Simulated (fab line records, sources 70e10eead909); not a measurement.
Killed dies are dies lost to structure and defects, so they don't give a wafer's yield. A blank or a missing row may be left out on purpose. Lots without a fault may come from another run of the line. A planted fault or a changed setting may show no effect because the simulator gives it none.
A struck lot beside a sound one | flow nand_harc | 15 steps out of a route of 1302
Sound: wafers L427.1, L427.3, L427.5. Struck: wafers L419.4, L419.5, L419.6. The cause comes at the end.
At each step with rows: each side's tool, then ch and its chambers, then its first start. Under that, the readings that differ: sound wafers | struck wafers | difference of the means | sigmas: that difference in standard deviations of wafers without a fault.
alike: readings whose means differ by less than 2 such deviations, and words and numbers that are the same on both sides. not compared: withheld readings, readings that some wafer has no value for, bounds like >300 that may hide the same value, and numbers for which the record gives no deviation and whose values overlap.
The two part at a step that has a row with sigmas, a row that says differs or no value, or rows on one side only. Numbers that don't overlap but have no deviation are shown without sigmas and don't part them. A reading that every wafer of one side lacks parts them only if that side has two wafers or more.

first, 2 steps without rows for these wafers: NHARC_A_BLC_PEB_08 (peb time 65 s); NHARC_A_BLC_DEVELOP_09 (develop time 35 s).
NHARC_A_BLC_CD_MEAS_10: target cd 100 nm.
  sound on cd_sem-02 ch 0, day 30 11:20; struck on cd_sem-03 ch 0, day 26 19:51
  alike: cd_nm
NHARC_A_BLC_OVL_MEAS_11:
  sound on overlay-02, day 30 11:26; struck on overlay-01, day 26 19:56
  alike: overlay_x_nm, overlay_y_nm
NHARC_A_BLC_INSPECT_12:
  sound on defect_inspect-02, day 30 11:28; struck on defect_inspect-02, day 26 19:58
  alike: raw_defect_count
NHARC_A_BLC_DESCUM_15: chemistry O2, time 3 s.
  sound on rie_diel-06 ch 0,3, day 30 11:32; struck on rie_diel-06 ch 0,1,2, day 26 20:03
  alike: drypump_motor_current_A, oes_product_au, rf_vpp_V, showerhead_plenum_p_Torr, throttle_valve_pct
  not compared: rf_hours_counter_h
then, 1 step without rows for these wafers: NHARC_A_BLC_ETCH_16 (etches the open film in CF4, target depth 39 nm, time 65 s).
NHARC_A_BLC_ETCH_17: etches the open film in N2/H2, target depth 390 nm, time 609.38 s.
  sound on rie_diel-06 ch 1,2; struck on rie_diel-06 ch 0,1
  alike: bias_w, drypump_motor_current_A, oes_product_au, rf_vpp_V, showerhead_plenum_p_Torr, throttle_valve_pct
  not compared: rf_hours_counter_h
NHARC_A_BLC_ETCH_18: etches the open film in C4F8/O2/Ar, target depth 910 nm.
  sound on rie_diel-06 ch 0,1,3; struck on rie_diel-06 ch 0,2,3
  alike: bias_w, oes_product_au, rf_vpp_V
  not compared: rf_hours_counter_h
NHARC_A_BLC_CD_MEAS_19:
  sound on cd_sem-01, day 30 12:29; struck on cd_sem-02, day 26 21:01
  alike: cd_nm
then, 1 step without rows for these wafers: NHARC_A_BLC_STRIP_29 (strips in CF4).
NHARC_A_BLC_STRIP_21: strips in O2.
  sound on rie_diel-09 ch 0,2, day 30 12:41; struck on rie_diel-09 ch 0,1,2, day 26 21:14
  alike: chamber_pressure_mTorr, drypump_motor_current_A, oes_product_au, rf_vpp_V, showerhead_plenum_p_Torr, throttle_valve_pct
  not compared: rf_hours_counter_h
NHARC_A_BLC_STRIP_22: strips in post etch residue remover, time 600 s.
  sound on wet_bench-05 ch 3,4,5, day 30 12:52; struck on wet_bench-03 ch 0,1,3, day 26 21:22
  no value came back on the struck wafers for bath_heat_duty_pct (%), run_length_s (s); on the sound wafers bath_heat_duty_pct (%) reads 10.9 14.0 12.4
NHARC_A_BLC_DEGAS_30: time 60 s.
  sound on pvd_sputter-01, day 30 13:08; struck on pvd_sputter-03, day 26 21:40
  alike: heater_power_w
-- the record jumps here: 2 days lie between the struck wafers' starts before and after (it left off in module A_BLC and takes up again in module END, whose first step shown is number 1302 of the route) --
NHARC_END_SORT_01:
  the record has rows for the struck wafers here (prober-01 ch 0, day 28 23:07) and none for the sound ones

WHERE THEY PART
First at NHARC_A_BLC_STRIP_22; last, within this record, at NHARC_END_SORT_01.

WHY: what the simulator had put in
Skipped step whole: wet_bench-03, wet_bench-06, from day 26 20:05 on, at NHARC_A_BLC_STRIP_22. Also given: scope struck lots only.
